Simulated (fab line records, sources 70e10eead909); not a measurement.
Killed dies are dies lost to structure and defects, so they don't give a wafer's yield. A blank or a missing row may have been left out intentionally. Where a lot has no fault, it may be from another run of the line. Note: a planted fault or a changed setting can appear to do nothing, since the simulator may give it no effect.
Chamber matching	flow nand harc	NHARC_A_STAIRCASE_DESCUM_312 on rie diel-11: 4 sister chambers
The step chemistry O2, time 3 s. 16 wafers are shown with their chamber, then 8 later ones without.

## WAFERS PAIRED WITH THEIR CHAMBERS
wafer	chamber	showerhead plenum p Torr (Torr)	rf vpp V (V)	oes product au (a.u.)
L079.2	1	1.84	58.3	1.012
L079.5	0	1.95	59.3	1.009
L079.6	1	1.84	57.5	0.997
L077.1	0	1.95	58.4	1.017
L077.2	2	1.98	58.5	1.013
L077.6	3	1.77	56.4	1.019
L083.1	0	1.94	59.8	1.006
L083.2	1	1.84	57.0	1.002
L083.5	2	1.97	57.4	1.006
L080.3	2	1.97	57.3	1.000
L080.5	2	1.97	59.0	0.996
L080.6	1	1.84	58.3	0.996
L081.2	0	1.94	57.1	1.010
L081.4	3	1.76	57.2	0.996
L081.6	0	1.94	58.4	1.004
L084.1	0	1.94	56.5	1.004

SIGNATURES (means of the wafers above)
reading	chamber 0	chamber 1	chamber 2	chamber 3	scatter within a chamber
showerhead plenum p Torr	1.9433	1.8400	1.9725	1.7650	0.00464
rf vpp V	58.250	57.775	58.050	56.800	0.982
oes product au	1.00833	1.00175	1.00375	1.00750	0.0077
Rule: a wafer lies at a distance from a chamber equal to the root of the sum of squares, over the readings, of (its reading less the chamber's mean, divided by the reading's scatter). If the next closest chamber is less than 2 further off than the closest, the wafer can't be placed; otherwise it belongs to the closest. The scatter: take each reading less its chamber's mean, square it, sum over the shown wafers, divide by the number of wafers less the number of chambers, and take the root.

## WAFERS WITHOUT THEIR CHAMBER
wafer	showerhead plenum p Torr (Torr)	rf vpp V (V)	oes product au (a.u.)
L084.2	1.97	58.8	0.997
L084.3	1.84	56.9	1.004
L087.1	1.76	57.3	1.005
L087.5	1.84	56.6	0.997
L087.6	1.97	58.3	0.999
L089.1	1.76	56.2	1.013
L089.2	1.96	56.9	1.007
L089.4	1.83	57.5	1.008

## WHICH CHAMBER EACH WENT THROUGH
wafer	from the rows above	in truth
L084.2	2	2
L084.3	1	1
L087.1	3	3
L087.5	1	1
L087.6	2	2
L089.1	3	3
L089.2	can't be placed: 2 or 0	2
L089.4	1	1
Correct placement for 7 of the 8. Can't be placed from these rows: 1 (the true chamber is among the candidates in 1). Placed wrongly: 0.
